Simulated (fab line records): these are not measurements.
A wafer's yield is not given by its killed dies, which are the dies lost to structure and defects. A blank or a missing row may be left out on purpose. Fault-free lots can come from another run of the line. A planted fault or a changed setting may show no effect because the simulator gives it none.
Chamber matching / flow n5_finfet / 4 sister chambers for N5_MOL_CONTACT_COAG_ALD_27 on ald_sin-02
The step deposits SiOC, target thk 17 nm, pulse time 1.5 s, time 2720 s. 4 wafers are shown with their chamber, then 11 later ones without.

== WAFERS, EACH WITH ITS CHAMBER ==
wafer=L087.2; chamber=3; heater_power_w (W)=903
wafer=L087.4; chamber=2; heater_power_w (W)=922
wafer=L089.6; chamber=1; heater_power_w (W)=844
wafer=L091.1; chamber=0; heater_power_w (W)=747

== WAFERS WITHOUT THEIR CHAMBER ==
wafer=L091.4; heater_power_w (W)=899
wafer=L091.6; heater_power_w (W)=828
wafer=L092.1; heater_power_w (W)=744
wafer=L092.4; heater_power_w (W)=862
wafer=L092.5; heater_power_w (W)=897
wafer=L095.2; heater_power_w (W)=952
wafer=L095.3; heater_power_w (W)=746
wafer=L095.4; heater_power_w (W)=857
wafer=L096.1; heater_power_w (W)=888
wafer=L096.4; heater_power_w (W)=926
wafer=L096.5; heater_power_w (W)=750

== THE CHAMBER EACH PASSED THROUGH ==
wafer=L091.4; from the rows above=can't be placed: 3 or 2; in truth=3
wafer=L091.6; from the rows above=1; in truth=1
wafer=L092.1; from the rows above=0; in truth=0
wafer=L092.4; from the rows above=can't be placed: 1 or 3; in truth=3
wafer=L092.5; from the rows above=can't be placed: 3 or 2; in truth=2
wafer=L095.2; from the rows above=can't be placed: 2 or 3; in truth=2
wafer=L095.3; from the rows above=0; in truth=0
wafer=L095.4; from the rows above=1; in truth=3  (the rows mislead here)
wafer=L096.1; from the rows above=can't be placed: 3 or 2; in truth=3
wafer=L096.4; from the rows above=can't be placed: 2 or 3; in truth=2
wafer=L096.5; from the rows above=0; in truth=0
Placed correctly: 4 of 11. Not placeable from these rows: 6 (in 6, the candidates include the true chamber). Number placed wrongly: 1.
How it was worked out, from the rows above alone: a wafer's distance from a chamber is the root of the sum, over the readings, of the square of ((its reading less the chamber's mean) divided by the reading's scatter). The wafer belongs to the nearest chamber; if the next one is less than 2 further off, it can't be placed. Each chamber's mean is taken over the wafers shown for it. The scatter: root of mean squared gap, hidden wafer to nearest shown wafer, with one shown wafer a chamber.
